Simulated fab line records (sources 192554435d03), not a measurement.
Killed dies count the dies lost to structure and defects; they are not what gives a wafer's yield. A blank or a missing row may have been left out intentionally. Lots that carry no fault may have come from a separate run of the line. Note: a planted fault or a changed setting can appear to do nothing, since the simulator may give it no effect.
What tool caused it?    flow n5-finfet    6 lots with 18 wafers sampled at 4 steps, on a route of 1938 steps

== WHAT THE GAUGES READ, wafer by wafer ==
N5_PASSIVATION_INSPECT_61: inspects for defects (macro).
lot   measured      on                 raw-defect-count
L819  day 12 13:56  defect-inspect-01  5 3 4
L822  day 13 21:27  defect-inspect-02  >300 >300 >300
L826  day 14 13:56  defect-inspect-01  >300 >300 >300
L835  day 16 22:42  defect-inspect-01  2 6 2
L839  day 17 13:17  defect-inspect-01  2 1 1
L841  day 19 05:50  defect-inspect-02  0 3 0

== TOOL THAT RAN EACH LOT (tool first, then ch and the chambers of the sampled wafers, then the start) ==
lot   N5_BEOL_M15_SPUTTER_43        N5_PASSIVATION_PECVD_00          N5_MIM_BOT_ETCH_CLEAN_05
L819  pvd-sputter-02, day 11 22:06  pecvd-04 ch 0,1, day 12 00:31    wet-bench-05 ch 3,5,6, day 12 09:23
L822  pvd-sputter-02, day 13 01:16  pecvd-01 ch 0,2, day 13 14:14    wet-bench-03 ch 2,6,7, day 13 20:43
L826  pvd-sputter-01, day 14 05:27  pecvd-01 ch 0,1,2, day 14 07:42  wet-bench-03 ch 2,3,6, day 14 12:19
L835  pvd-sputter-02, day 16 09:32  pecvd-01 ch 0,1, day 16 12:08    wet-bench-05 ch 1,6,7, day 16 17:36
L839  pvd-sputter-02, day 17 00:49  pecvd-01 ch 0,1, day 17 03:22    wet-bench-05 ch 2,6,7, day 17 07:32
L841  pvd-sputter-02, day 18 13:20  pecvd-04 ch 0,1, day 18 15:47    wet-bench-04 ch 3,4,5, day 19 01:22
- N5_BEOL_M15_SPUTTER_43: material TaN, target thk 15 nm, time 24.19 s.
- N5_PASSIVATION_PECVD_00: deposits SiO2 from SiH4/N2O, target thk 200 nm, time 11.2 s.
- N5_MIM_BOT_ETCH_CLEAN_05: cleans in IPA, time 180 s.

== THE ANSWER, worked out from the rows above alone ==
Rule: the lots themselves supply what counts as usual. Put in order of their means at a reading, lots are off if they are a third of the lots or fewer, leave a main group of 4 or more, and stand apart from it by a gap of 3 or more times the standard deviation of the main group's means; of several such gaps the widest counts. Not used: any main group whose means are identical at the precision the tables above print for the reading. Also off: a lot with no number at a reading for which 4 or more lots have one. The other lots that the step has rows for count as sound.
Off: L822, L826, at N5_PASSIVATION_INSPECT_61 (raw-defect-count). Without a number there: L822, L826. Mean 2.4 and standard deviation 1.3 in the main group.
A tool fits if, at a process step before that reading, it ran every lot that is off, and no sound lot after the first of them. Gauges at N5_PASSIVATION_INSPECT_61: tried the same way as those tools. One candidate fits, namely wet-bench-03 at N5_MIM_BOT_ETCH_CLEAN_05. It ran no sound lot before its first lot that is off in this sample, so the start can't be narrowed down.

== WHAT HAD BEEN PUT IN BY THE SIMULATOR ==
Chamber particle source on wet-bench-03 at N5_MIM_BOT_ETCH_CLEAN_05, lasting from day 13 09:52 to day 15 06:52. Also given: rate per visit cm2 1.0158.
Lots struck among those shown: L822, L826. The rule above reached the same finding.
